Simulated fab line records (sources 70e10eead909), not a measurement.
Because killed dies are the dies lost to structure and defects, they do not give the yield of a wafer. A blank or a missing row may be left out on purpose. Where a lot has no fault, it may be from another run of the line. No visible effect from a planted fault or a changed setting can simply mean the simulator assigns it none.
The tool behind it: which one?	flow nand_harc	13 lots, 39 wafers sampled, at 4 steps of a route of 1302

== WHAT EACH GAUGE READ, for each wafer ==
NHARC_A_ONON_D1_THK_MEAS_02: measures by ellipsometry. Usual: 1002 nm for thk_nm, sd 7.1.
lot	measured	on	thk_nm (nm)	flag
L284	day 7 22:25	film_metro-01	999 998 998	
L288	day 9 08:29	film_metro-02	1006 1007 1006	
L290	day 10 09:35	film_metro-01	985 987 985	
L292	day 11 12:14	film_metro-02	998 999 998	
L293	day 11 17:09	film_metro-02	990 987 990	
L294	day 12 04:05	film_metro-01	1011 1013 1014	
L295	day 12 04:04	film_metro-02	1001 1002 1002	
L298	day 13 16:58	film_metro-02	1009 1007 1007	
L301	day 14 20:16	film_metro-02	1001 1000 998	
L302	day 15 13:47	film_metro-02	1002 1003 1003	
L303	day 15 13:47	film_metro-01	1005 1004 1005	
L304	day 15 22:52	film_metro-02	1002 1002 1002	
L305	day 16 16:24	film_metro-01	997 997 997	

NHARC_A_ONON_D1_THK_MEAS_21: measures by ellipsometry. Usual: 999 nm for thk_nm, sd 8.2.
lot	measured	on	thk_nm (nm)	flag
L284	day 8 10:37	film_metro-02	993 992 991	
L288	day 9 19:10	film_metro-02	995 993 995	
L290	day 10 20:53	film_metro-02	968 969 967	OFF
L292	day 12 01:29	film_metro-01	1007 1005 1006	
L293	day 12 01:29	film_metro-02	992 994 993	
L294	day 12 14:44	film_metro-02	1006 1009 1007	
L295	day 12 14:42	film_metro-01	997 996 997	
L298	day 14 03:41	film_metro-01	1012 1011 1012	
L301	day 15 06:53	film_metro-01	1003 1003 1005	
L302	day 16 00:41	film_metro-02	1010 1012 1010	
L303	day 16 00:43	film_metro-01	985 984 985	
L304	day 16 09:32	film_metro-01	996 996 998	
L305	day 17 02:43	film_metro-01	998 999 999	

== TOOL THAT RAN EACH LOT (tool first, then ch and the chambers of the sampled wafers, then the start) ==
lot	NHARC_A_ZERO_WELL_ETCH_19	NHARC_A_ONON_D1_DEP_19
L284	rie_diel-08 ch 1,2,3, day 6 20:06	pecvd_onon-03 ch 0, day 8 10:10
L288	rie_diel-08 ch 0,2,3, day 8 09:01	pecvd_onon-02 ch 0, day 9 18:39
L290	rie_diel-08 ch 0,2, day 9 11:16	pecvd_onon-02 ch 0, day 10 20:22
L292	rie_diel-08 ch 1,3, day 10 14:00	pecvd_onon-04 ch 0, day 12 00:59
L293	rie_diel-08 ch 0,1, day 10 17:24	pecvd_onon-03 ch 0, day 12 01:02
L294	rie_diel-08 ch 0,2,3, day 11 01:28	pecvd_onon-04 ch 0, day 12 14:17
L295	rie_diel-08 ch 0,1,3, day 11 05:41	pecvd_onon-03 ch 0, day 12 14:18
L298	rie_diel-09 ch 0,1,3, day 12 20:37	pecvd_onon-03 ch 0, day 14 03:11
L301	rie_diel-08 ch 0,1,2, day 13 21:05	pecvd_onon-03 ch 0, day 15 06:23
L302	rie_diel-08 ch 0,1, day 14 15:26	pecvd_onon-03 ch 0, day 16 00:11
L303	rie_diel-09 ch 0,2,3, day 14 19:13	pecvd_onon-04 ch 0, day 16 00:19
L304	rie_diel-08 ch 1,2, day 15 01:06	pecvd_onon-04 ch 0, day 16 09:04
L305	rie_diel-08 ch 1,2, day 15 18:28	pecvd_onon-03 ch 0, day 17 02:19
- NHARC_A_ZERO_WELL_ETCH_19: etches the open film in N2/H2, target depth 80 nm, overetch 24 nm, time 87.88 s.
- NHARC_A_ONON_D1_DEP_19: target thk 1000 nm.

== WHAT THE TOOLS THEMSELVES READ (means of the sampled wafers that have a number; where no wafer has one, the mark that the record gives instead) ==
NHARC_A_ZERO_WELL_ETCH_19. Usual: drypump_motor_current_A 5.7 A, standard deviation 0.56; oes_product_au 0.996 a.u., standard deviation 0.0091; rf_vpp_V 431.1 V, standard deviation 2.6; showerhead_plenum_p_Torr 2.06 Torr, standard deviation 0.084; throttle_valve_pct 14.172 %, standard deviation 0.0095.
lot	tool	drypump_motor_current_A (A)	oes_product_au (a.u.)	rf_vpp_V (V)	showerhead_plenum_p_Torr (Torr)	throttle_valve_pct (%)	flag
L284	rie_diel-08	5.7	1.007	431.0	2.05	14.171	
L288	rie_diel-08	6.0	1.000	432.1	2.11	14.175	
L290	rie_diel-08	6.4	0.986	431.8	2.10	14.161	
L292	rie_diel-08	5.3	0.993	429.6	2.03	14.173	
L293	rie_diel-08	5.3	1.005	430.5	2.05	14.166	
L294	rie_diel-08	6.0	0.999	432.4	2.11	14.169	
L295	rie_diel-08	5.5	0.996	432.2	2.09	14.176	
L298	rie_diel-09	5.6	0.998	426.7	1.93	14.174	
L301	rie_diel-08	5.9	0.992	431.5	2.07	14.171	
L302	rie_diel-08	5.3	0.996	431.2	2.05	14.170	
L303	rie_diel-09	5.2	1.006	427.9	1.93	14.166	
L304	rie_diel-08	6.2	1.002	430.6	2.04	14.176	
L305	rie_diel-08	6.1	1.003	430.3	2.04	14.168	

== THE ANSWER, worked out from the rows above alone ==
Rule: take the mean of a lot's wafers that have a number; if it is more than 3 standard deviations from the usual mean, the lot is off. Also off: a lot with no number at a reading for which 4 or more lots have one. Where the step has rows for the other lots, those lots are counted as sound. The gauges are gone through in route order, then the tools' own readings, and for those a lot's mean is taken as printed above. At the first step where some lot is off, the reading lying furthest off is the one used; lots without a number count as furthest.
Off: L290 (NHARC_A_ONON_D1_THK_MEAS_21, thk_nm).
If a tool, at a process step before that reading, ran all the lots that are off and no sound lot after the first of them, it fits. The gauges at NHARC_A_ONON_D1_THK_MEAS_21 are tried like those tools. One candidate fits, namely pecvd_onon-02 at NHARC_A_ONON_D1_DEP_19. A fault onset in the window from L288 (day 9 18:39, its last sound lot) to L290 (day 10 20:22, its first lot off) fits.

== WHAT THE SIMULATOR HAD INSERTED ==
Drift in process parameters on pecvd_onon-02 at NHARC_A_ONON_D1_DEP_19, starting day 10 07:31. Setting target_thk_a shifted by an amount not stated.
Lots struck among those shown: L290. This agrees with what the rule above found.
